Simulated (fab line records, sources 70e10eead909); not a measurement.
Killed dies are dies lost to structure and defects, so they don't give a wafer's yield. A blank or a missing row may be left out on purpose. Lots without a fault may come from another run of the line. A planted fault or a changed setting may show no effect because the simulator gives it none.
fab line records | flow nand_harc
record lots=11 wafers=33 last_day=33
route steps=1302 shown P_ZERO_WELL@61 P_GATE@130 END@1302
lots that met no fault: from a run of the same line without faults
start_h: hours from the record's first day to the start of the lot's first wafer shown | wait_h: hours since the lot's step before | " the same as in the row above | L1.1+2: a row that stands for several wafers | - no value, or no start given | * or withheld: withheld | < > ~ a bound
route shown NAME@n: a module of which the file shows steps, and the number in the route of the first | usual: mean/standard deviation of fault-free wafers | same: alike in all rows | chamber/n: place in a boat | sites: the reading at each site | _std_site: their standard deviation | _edge_site: outer sites' mean less inner sites' | radius_mm: how far each site lies from the wafer's centre | mask NAME#n: copy n | behind: the tool/chamber that last shaped the wafer | hold: why the lot was held/for how many hours/how that ended | device: the transistor (n, p or np) that didn't switch | end of line: the same wafers' tests at the end of the route | a step without rows: its recipe alone | killed: dies lost to structure and defects at the first sort, not the wafer's yield | map: a wafer's dies, x killed, . not, _ none there
set.NAME: the setting as run; set.NAME@STEP: as run at that earlier step | model.NAME: the simulator's own value behind a step, which no gauge read
steps of the route over a sample of lots; a table a step, a row a wafer
services: from which hour (start_h, from the record's first day; less than 0 if before it) a tool's chamber was out of use, for how many hours, and why
## steps
# step NHARC_P_ZERO_WELL_DESCUM_54
# recipe time_s=3 o2_flow_sccm=200 ar_flow_sccm=0 bias_power_w=0 chemistry=O2
# usual chamber_pressure_mTorr=60.00/0.053 drypump_motor_current_A=6.0/0.38 oes_product_au=0.999/0.0082 rf_vpp_V=57.9/0.99 showerhead_plenum_p_Torr=1.94/0.093 throttle_valve_pct=11.311/0.0092
# columns lot.wafer tool chamber start_h wait_h chamber_pressure_mTorr drypump_motor_current_A oes_product_au rf_hours_counter_h rf_vpp_V showerhead_plenum_p_Torr throttle_valve_pct
L914.1 rie_diel-03 1 46.62 - 59.94 5.6 1.009 35 58.6 2.02 11.327
L914.3 " 3 " " 60.04 6.2 1.006 30 58.3 1.77 11.296
L914.2 " 0 " " 59.92 5.7 1.008 33 56.5 1.90 11.312
L920.3 rie_diel-08 1 105.95 - 60.10 5.7 0.987 26 58.6 1.89 11.304
L920.4 " 2 " " 59.98 6.2 1.004 31 57.5 1.97 11.305
L920.6 " 3 " " 60.01 6.1 0.991 - 58.9 2.07 11.329
L921.2 rie_diel-03 1 115.67 - 59.93 5.6 0.998 1 59.7 2.01 11.307
L921.3 " 2 " " 59.97 6.4 0.997 0 56.3 1.86 11.300
L921.4 " 0 " " 60.01 5.7 1.011 0 56.9 1.90 11.307
L922.1 rie_diel-08 3 126.01 - 59.96 6.1 0.993 37 59.9 2.06 11.309
L922.6 " 1 " " 59.88 5.7 0.991 - 58.4 1.89 11.306
L922.5 " 2 " " 59.96 6.2 1.001 - 57.3 1.97 11.314
L928.2 rie_diel-02 1 186.08 - 59.94 5.5 0.986 38 58.5 2.06 11.303
L928.6 " 0 " " 60.07 5.9 1.002 - 57.4 1.89 11.328
L928.5 " 1 " " 60.06 5.5 0.997 - 56.8 2.06 11.320
L929.2 rie_diel-03 2 196.38 - 60.02 6.4 1.004 25 58.9 1.86 11.300
L929.6 " 0 " " 60.05 5.7 1.005 - 57.2 1.89 11.328
L929.5 " 2 " " 59.95 6.4 0.994 - 58.6 1.86 11.314
L930.2 rie_diel-02 3 205.99 - 59.99 5.8 0.980 42 56.5 1.80 11.313
L930.4 " 0 " " 60.01 5.9 0.994 45 56.4 1.89 11.311
L930.5 " 3 " " 59.99 5.8 0.980 - 55.8 1.80 11.314
L931.2 rie_diel-02 2 215.88 - 59.96 6.6 0.991 44 58.4 1.99 11.315
L931.1 " 3 " " 60.02 5.8 0.995 43 58.0 1.80 11.312
L931.5 " 3 " " 60.02 5.9 0.985 - 57.4 1.80 11.316
L932.1 rie_diel-02 3 226.45 - 59.95 5.8 0.997 0 58.3 1.80 11.306
L932.3 " 1 " " 60.11 5.4 1.002 0 59.0 2.06 11.311
L932.5 " 3 " " 60.06 5.8 0.991 - 56.5 1.80 11.304
L934.2 rie_diel-03 2 246.05 - 60.08 6.5 0.999 42 58.2 1.85 11.302
L934.1 " 3 " " 60.09 6.2 1.001 44 58.5 2.06 11.292
L934.4 " 2 " " 60.01 6.5 1.000 - 56.3 1.85 11.311
L935.1 rie_diel-02 1 256.03 - 59.98 5.5 0.993 10 58.4 2.06 11.319
L935.3 " 2 " " 60.00 6.6 1.001 8 56.3 1.99 11.314
L935.5 " 0 " " 59.92 5.9 0.993 - 58.0 1.88 11.303
# step NHARC_P_ZERO_WELL_RTA_42
# recipe temp_c=1100 time_s=300
# usual anneal_temp_c_max=1103.5/0.85 lamp_power_pct=36.29/0.14 lamp_zone_6_pct=36.25/0.13 wafer_temp_C_max=1104.6/0.93
# columns lot.wafer tool chamber start_h wait_h anneal_temp_c_max lamp_power_pct lamp_zone_6_pct wafer_temp_C_max
L914.1 rtp_anneal-02 0 47.62 - 1104.7 36.41 36.37 1104.6
L914.2 " 0 " " 1103.0 36.51 36.43 1104.2
L914.3 " 0 " " 1104.2 36.38 36.34 1105.3
L920.3 rtp_anneal-02 0 107.11 - 1103.1 36.42 36.39 1103.4
L920.4 " 0 " " 1104.7 36.43 36.29 1103.1
L920.6 " 0 " " 1103.4 36.37 36.33 1104.9
L921.2 rtp_anneal-02 0 116.76 - 1103.5 36.39 36.31 1104.8
L921.3 " 0 " " 1102.7 36.36 36.30 1104.8
L921.4 " 0 " " 1102.1 36.36 36.30 1104.6
L922.1 rtp_anneal-01 0 126.96 - 1104.3 36.12 36.26 1105.0
L922.5 " 0 " " 1103.5 36.21 36.11 1103.4
L922.6 " 0 " " 1102.4 36.11 36.17 1104.6
L928.2 rtp_anneal-02 0 187.16 - 1102.4 36.41 36.35 1105.3
L928.5 " 0 " " 1102.7 36.35 36.31 1104.1
L928.6 " 0 " " 1103.2 36.35 36.37 1104.7
L929.2 rtp_anneal-01 0 197.48 - 1103.0 36.25 36.12 1105.6
L929.5 " 0 " " 1104.0 36.20 36.14 1105.4
L929.6 " 0 " " 1103.9 36.11 36.15 1103.8
L930.2 rtp_anneal-01 0 207.06 - 1102.9 36.16 36.14 1103.7
L930.4 " 0 " " 1105.1 36.17 36.16 1104.2
L930.5 " 0 " " 1106.4 36.18 36.17 1106.9
L931.1 rtp_anneal-01 0 216.86 - 1103.9 36.09 36.13 1106.7
L931.2 " 0 " " 1104.0 36.12 36.09 1105.3
L931.5 " 0 " " 1104.4 36.09 35.98 1106.4
L932.1 rtp_anneal-01 0 227.42 - 1103.9 36.19 36.19 1105.2
L932.3 " 0 " " 1104.8 36.17 36.17 1105.9
L932.5 " 0 " " 1105.6 36.13 36.18 1105.5
L934.1 rtp_anneal-01 0 247.05 - 1105.9 36.16 36.20 1105.6
L934.2 " 0 " " 1104.1 36.14 36.17 1105.6
L934.4 " 0 " " 1104.3 36.20 36.13 1106.2
L935.1 rtp_anneal-01 0 257.00 - 1104.4 36.17 36.08 1105.6
L935.3 " 0 " " 1103.5 36.19 36.12 1103.5
L935.5 " 0 " " 1103.6 36.15 36.13 1104.3
# step NHARC_P_GATE_CVD_17
# recipe target_thk_a=1500 temp_c=620 time_s=900 material=poly-Si
# usual run_length_s=902.0/0.52 spike_tc_bottom_C=641.4/2.2 spike_tc_centre_C=620.6/1.1 zone_power_top_pct=18.0/1.5
# columns lot.wafer tool chamber start_h wait_h run_length_s spike_tc_bottom_C spike_tc_centre_C zone_power_top_pct
L914.1 lpcvd_poly-02 0 114.01 2.7 902.0 645.2 619.8 18.0
L914.2 " 0 " " 902.0 644.2 620.3 18.0
L914.3 " 0 " " 902.0 641.5 620.2 17.7
L920.3 lpcvd_poly-02 0 181.19 4.5 901.7 642.5 621.1 17.6
L920.4 " 0 " " 901.7 644.0 619.3 17.6
L920.6 " 0 " " 901.7 643.5 620.2 17.8
L921.2 lpcvd_poly-02 0 185.01 2.7 901.3 645.1 621.8 17.9
L921.3 " 0 " " 901.3 643.4 618.0 18.0
L921.4 " 0 " " 901.3 645.5 621.0 17.6
L922.1 lpcvd_poly-02 0 199.35 2.7 901.8 643.6 621.5 17.3
L922.5 " 0 " " 901.8 646.7 620.4 18.1
L922.6 " 0 " " 901.8 644.3 621.2 17.9
L928.2 lpcvd_poly-04 - 254.73 2.6 - - - -
L928.5 " - " " - - - -
L928.6 " - " " - - - -
L929.2 lpcvd_poly-02 - 259.83 2.7 - - - -
L929.5 " - " " - - - -
L929.6 " - " " - - - -
L930.2 lpcvd_poly-03 - 269.13 2.5 - - - -
L930.4 " - " " - - - -
L930.5 " - " " - - - -
L931.1 lpcvd_poly-03 0 280.48 2.5 902.4 640.1 620.5 16.9
L931.2 " 0 " " 902.4 638.4 619.7 17.0
L931.5 " 0 " " 902.4 639.3 621.8 16.9
L932.1 lpcvd_poly-03 0 293.01 2.5 902.1 638.8 620.6 16.6
L932.3 " 0 " " 902.1 639.1 620.9 17.3
L932.5 " 0 " " 902.1 639.7 622.1 17.0
L934.1 lpcvd_poly-03 0 310.54 2.5 902.4 641.0 621.3 17.2
L934.2 " 0 " " 902.4 640.0 619.7 17.1
L934.4 " 0 " " 902.4 640.1 620.6 16.7
L935.1 lpcvd_poly-02 0 322.47 2.7 901.2 642.0 619.7 17.9
L935.3 " 0 " " 901.2 644.5 620.8 17.8
L935.5 " 0 " " 901.2 642.6 620.4 17.8
# step NHARC_P_GATE_DESCUM_31
# recipe time_s=3 o2_flow_sccm=200 ar_flow_sccm=0 bias_power_w=0 chemistry=O2
# usual chamber_pressure_mTorr=60.00/0.053 drypump_motor_current_A=5.8/0.53 oes_product_au=1.002/0.0072 rf_vpp_V=57.9/0.73 showerhead_plenum_p_Torr=1.95/0.083 throttle_valve_pct=11.311/0.0095
# columns lot.wafer tool chamber start_h wait_h chamber_pressure_mTorr drypump_motor_current_A oes_product_au rf_hours_counter_h rf_vpp_V showerhead_plenum_p_Torr throttle_valve_pct
L914.1 rie_diel-01 3 119.34 0.1 59.91 6.5 1.002 4.4 58.4 1.91 11.317
L914.3 " 1 " " 59.98 5.4 0.998 4.6 57.8 2.06 11.306
L914.2 " 2 " " 60.02 5.3 1.016 4.7 58.0 1.90 11.321
L920.3 rie_diel-09 1 185.50 0.1 60.01 6.7 1.002 2.5 58.0 1.84 11.306
L920.4 " 2 " " 60.02 6.2 0.997 2.0 57.1 1.92 11.300
L920.6 " 3 " " 60.05 6.2 0.989 - 59.0 2.03 11.312
L921.2 rie_diel-01 3 189.15 0.1 60.02 6.5 0.999 9.6 57.9 1.91 11.315
L921.4 " 1 " " 60.07 5.4 0.991 9.8 57.6 2.05 11.314
L921.3 " 2 " " 60.04 5.3 1.012 9.1 58.5 1.90 11.328
L922.1 rie_diel-12 0 206.18 0.1 60.08 5.1 1.000 6.7 56.9 1.79 11.298
L922.6 " 1 " " 60.05 5.4 0.996 - 56.8 1.91 11.321
L922.5 " 2 " " 60.12 5.8 1.001 - 57.0 1.95 11.314
L928.2 rie_diel-12 2 262.90 0.1 59.99 5.8 1.002 8.1 56.6 1.95 11.314
L928.6 " 3 " " 59.98 6.2 1.000 - 57.6 1.90 11.316
L928.5 " 0 " " 59.97 5.1 1.004 - 57.2 1.78 11.289
L929.2 rie_diel-12 2 264.60 0.1 60.01 5.8 1.009 8.1 57.9 1.95 11.317
L929.6 " 0 " " 59.92 5.0 1.001 - 57.8 1.78 11.314
L929.5 " 1 " " 59.86 5.4 1.006 - 57.0 1.91 11.313
L930.2 rie_diel-09 1 273.21 0.1 59.97 6.6 1.007 8.2 56.9 1.84 11.316
L930.4 " 3 " " 60.01 6.2 0.999 7.2 56.8 2.03 11.308
L930.5 " 2 " " 59.98 6.1 1.022 - 57.1 1.92 11.319
L931.1 rie_diel-01 3 284.64 0.1 60.02 6.5 1.005 4.5 56.8 1.91 11.329
L931.2 " 1 " " 59.96 5.4 1.002 4.0 59.0 2.05 11.327
L931.5 " 3 " " 59.91 6.5 0.993 - 57.2 1.91 11.323
L932.3 rie_diel-09 0 300.67 0.1 60.04 5.7 0.998 9.2 57.1 2.06 11.308
L932.1 " 2 " " 59.95 6.1 0.996 9.5 57.4 1.92 11.329
L932.5 " 2 " " 60.04 6.1 1.004 - 58.2 1.92 11.295
L934.2 rie_diel-12 3 314.63 0.1 60.04 6.1 1.001 1.0 58.4 1.90 11.319
L934.1 " 1 " " 59.96 5.4 1.005 0.6 58.3 1.91 11.291
L934.4 " 2 " " 60.03 5.7 1.012 0.9 57.8 1.95 11.294
L935.1 rie_diel-01 1 326.61 0.1 60.02 5.4 1.002 7.7 58.3 2.05 11.314
L935.3 " 3 " " 59.96 6.5 1.001 7.7 57.7 1.91 11.310
L935.5 " 1 " " 60.02 5.4 1.005 - 59.2 2.05 11.331
# step NHARC_END_SORT_01
# recipe temp_c=25
# usual killed_at_array=59/19 killed_at_other=0.6/0.85 killed_at_periphery=3.8/2.5 killed_dies=64/19 killed_open=3.3/1.8 killed_short=2.2/1.6
# same gross_dies=677
# columns lot.wafer tool chamber start_h wait_h killed_at_array killed_at_other killed_at_periphery killed_dies killed_open killed_short
L929.2 prober-01 0 728.35 2.8 77 3 597 677 2 2
L929.5 prober-01 0 730.71 3.7 72 1 604 677 2 0
L929.6 prober-01 0 731.50 3.9 71 1 605 677 1 0
L928.2 prober-02 0 736.98 2.8 60 0 617 677 1 3
L928.5 prober-02 0 739.40 3.7 58 0 619 677 7 3
L928.6 prober-02 0 740.21 4.0 55 1 621 677 3 2
L930.2 prober-01 0 762.55 2.8 56 0 621 677 4 3
L930.4 prober-01 0 764.15 3.4 73 0 604 677 2 4
L930.5 prober-01 0 764.94 3.7 73 1 603 677 4 3
# killed by level:class
L929.2 P_GATE:area_cvd=595 A_CHANNEL_HOLE_D1:chamber_film_flake=35 A_CHANNEL_HOLE_D2:chamber_film_flake=21 A_SGD_CUT:chamber_film_flake=6 A_STAIRCASE:chamber_film_flake=3 A_CONTACT:chamber_film_flake=3 THIN_TSV:chamber_film_flake=3 A_SLIT:chamber_film_flake=2
L929.5 P_GATE:area_cvd=604 A_CHANNEL_HOLE_D1:chamber_film_flake=29 A_CHANNEL_HOLE_D2:chamber_film_flake=19 A_SLIT:chamber_film_flake=6 A_WL_FILL:chamber_film_flake=5 A_SGD_CUT:chamber_film_flake=4 A_CONTACT:chamber_film_flake=3 A_STAIRCASE:chamber_film_flake=2
L929.6 P_GATE:area_cvd=601 A_CHANNEL_HOLE_D1:chamber_film_flake=25 A_CHANNEL_HOLE_D2:chamber_film_flake=22 P_ZERO_WELL:chamber_film_flake=4 A_SGD_CUT:chamber_film_flake=4 A_CONTACT:chamber_film_flake=4 A_CHANNEL_FILL_D2:chamber_film_flake=3 A_SLIT:chamber_film_flake=3
L928.2 P_GATE:area_cvd=615 A_SLIT:chamber_film_flake=28 A_CHANNEL_HOLE_D1:chamber_film_flake=12 A_CONTACT:chamber_film_flake=6 A_ZERO_WELL:chamber_film_flake=4 A_STAIRCASE:chamber_film_flake=2 A_SGD_CUT:chamber_film_flake=2 A_CHANNEL_HOLE_D1:geometric_particle:short=1
L928.5 P_GATE:area_cvd=614 A_SLIT:chamber_film_flake=25 A_CONTACT:chamber_film_flake=11 A_CHANNEL_HOLE_D1:chamber_film_flake=9 P_STI:chamber_film_flake=3 P_M0:geometric_particle:open=2 A_CHANNEL_HOLE_D1:geometric_particle:short=2 A_ZERO_WELL:chamber_film_flake=2
L928.6 P_GATE:area_cvd=617 A_SLIT:chamber_film_flake=25 A_CHANNEL_HOLE_D1:chamber_film_flake=10 A_CONTACT:chamber_film_flake=5 P_STI:chamber_film_flake=3 A_STAIRCASE:chamber_film_flake=3 A_ZERO_WELL:chamber_film_flake=2 A_CHANNEL_FILL_D2:chamber_film_flake=2
L930.2 P_GATE:area_cvd=612 A_SLIT:chamber_film_flake=27 A_CHANNEL_HOLE_D1:chamber_film_flake=18 A_ZERO_WELL:chamber_film_flake=3 P_STI:chamber_film_flake=2 P_GATE:chamber_film_flake=2 A_STAIRCASE:chamber_film_flake=2 P_CONTACT:geometric_particle:short=1
L930.4 P_GATE:area_cvd=601 A_SLIT:chamber_film_flake=33 A_CHANNEL_HOLE_D1:chamber_film_flake=24 P_GATE:chamber_film_flake=3 A_WL_FILL:chamber_film_flake=3 A_CONTACT:chamber_film_flake=3 A_ONON_D2:geometric_particle:short=2 A_DECK1_JOINT:chamber_film_flake=2
L930.5 P_GATE:area_cvd=597 A_SLIT:chamber_film_flake=36 A_CHANNEL_HOLE_D1:chamber_film_flake=22 A_CONTACT:chamber_film_flake=7 P_GATE:chamber_film_flake=4 P_M1:geometric_particle:open=1 A_ONON_D1:geometric_particle:open=1 A_CHANNEL_FILL_D1:geometric_particle:short=1
## services
# columns tool chamber start_h hours kind
rie_diel-01 - 26.80 9.0 pm
rie_diel-02 - 39.70 9.0 pm
rie_diel-12 - 91.40 9.0 pm
rie_diel-03 - 104.30 9.0 pm
rie_diel-02 0 111.94 9.0 repair
rie_diel-02 1 122.53 5.6 repair
rie_diel-12 0 177.55 8.0 repair
rie_diel-03 1 195.82 15.9 repair
rie_diel-03 3 197.77 4.1 repair
rie_diel-01 - 203.80 9.0 pm
lpcvd_poly-02 - 207.64 26.0 pm
rie_diel-02 - 216.70 9.0 pm
rie_diel-12 2 231.05 7.4 repair
rie_diel-03 0 244.83 3.6 repair
rie_diel-12 0 266.02 2.6 repair
rie_diel-12 - 268.40 9.0 pm
rie_diel-02 2 272.19 1.5 repair
rie_diel-01 0 277.26 3.5 repair
rie_diel-03 0 279.80 36.7 repair
rie_diel-03 - 282.06 9.0 pm
rie_diel-01 0 298.87 1.5 repair
rie_diel-02 0 304.79 9.6 repair
rie_diel-02 2 306.82 7.8 repair
rie_diel-03 3 312.32 4.8 repair
## key
first_sign step=NHARC_P_GATE_CVD_17 reading=tool_record direction=missing
effect step=NHARC_END_SORT_01 reading=killed_at_periphery direction=up sigmas=99+ usual=3.8 struck=610.1
more_kills_born_at NHARC_P_GATE_CVD_17@lpcvd_poly-04=1846 NHARC_P_GATE_CVD_17@lpcvd_poly-03=1810 NHARC_P_GATE_CVD_17@lpcvd_poly-02=1800
met_at NHARC_P_GATE_CVD_17
struck_lots L928,L929,L930
later_rows_left_out L928.2,L928.5,L928.6,L929.2,L929.5,L929.6,L930.2,L930.4,L930.5
tester_left_out L928,L929,L930
not_acting_at NHARC_P_ZERO_WELL_DESCUM_54,NHARC_P_ZERO_WELL_RTA_42,NHARC_P_GATE_DESCUM_31
onset_between 199.35 254.73
fault kind=skipped_step_whole tool=lpcvd_poly-02,lpcvd_poly-03,lpcvd_poly-04 chamber=- onset_h=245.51 steps=NHARC_P_GATE_CVD_17 scope=struck_lots_only
# tester_left_out: of these lots the tester's yield and bins aren't shown, on N5 and GAA mostly nor the transistor test; their killed dies are dies lost to structure and defects alone, not to doping, threshold or leakage, so they don't give the yield
# later_rows_left_out: the simulator's readings of these wafers behind a module that went badly wrong aren't trusted and aren't shown, but for the sort
